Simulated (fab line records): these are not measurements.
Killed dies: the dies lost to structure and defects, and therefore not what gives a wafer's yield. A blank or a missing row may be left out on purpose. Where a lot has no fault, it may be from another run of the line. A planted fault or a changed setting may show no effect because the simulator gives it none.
Chamber matching / flow nand harc / NHARC_A_STAIRCASE_ETCH_444 on rie diel-06 has 4 sister chambers
The step etches the open film in C4F8/O2, target depth 20400 nm, time 6800 s. 8 wafers are shown with their chamber, then 7 later ones without.

WAFERS, EACH WITH ITS CHAMBER
wafer=L077.4; chamber=3; rf vpp V (V)=803; oes product au (a.u.)=0.938
wafer=L082.1; chamber=2; rf vpp V (V)=801; oes product au (a.u.)=0.985
wafer=L082.2; chamber=0; rf vpp V (V)=809; oes product au (a.u.)=0.976
wafer=L086.3; chamber=3; rf vpp V (V)=802; oes product au (a.u.)=0.935
wafer=L086.4; chamber=1; rf vpp V (V)=815; oes product au (a.u.)=0.924
wafer=L086.6; chamber=1; rf vpp V (V)=816; oes product au (a.u.)=0.940
wafer=L088.3; chamber=2; rf vpp V (V)=800; oes product au (a.u.)=0.938
wafer=L088.4; chamber=0; rf vpp V (V)=810; oes product au (a.u.)=0.948

WAFERS MISSING THEIR CHAMBER
wafer=L088.6; rf vpp V (V)=801; oes product au (a.u.)=0.932
wafer=L090.2; rf vpp V (V)=804; oes product au (a.u.)=0.934
wafer=L090.3; rf vpp V (V)=802; oes product au (a.u.)=0.937
wafer=L090.5; rf vpp V (V)=800; oes product au (a.u.)=0.938
wafer=L097.1; rf vpp V (V)=800; oes product au (a.u.)=0.922
wafer=L097.2; rf vpp V (V)=800; oes product au (a.u.)=0.918
wafer=L097.5; rf vpp V (V)=801; oes product au (a.u.)=0.924

WHICH CHAMBER EACH WENT THROUGH
wafer=L088.6; from the rows above=can't be placed: 2 or 3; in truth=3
wafer=L090.2; from the rows above=3; in truth=3
wafer=L090.3; from the rows above=can't be placed: 3 or 2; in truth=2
wafer=L090.5; from the rows above=2; in truth=2
wafer=L097.1; from the rows above=can't be placed: 2 or 3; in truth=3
wafer=L097.2; from the rows above=can't be placed: 2 or 3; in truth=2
wafer=L097.5; from the rows above=can't be placed: 2 or 3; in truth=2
2 of 7 placed correctly. Can't be placed from these rows: 5 (the true chamber is among the candidates in 5). Wrongly placed: 0.
How it was worked out, from the rows above alone: a wafer's distance from a chamber is the root of the sum, over the readings, of the square of ((its reading less the chamber's mean) divided by the reading's scatter). If the next closest chamber is less than 2 further off than the closest, the wafer can't be placed; otherwise it belongs to the closest. For every chamber, the mean is computed from those of its wafers that are shown. How the scatter is found: for the shown wafers, subtract from each reading the mean of its chamber, square and add these, divide the total by (wafers less chambers), then take the root.
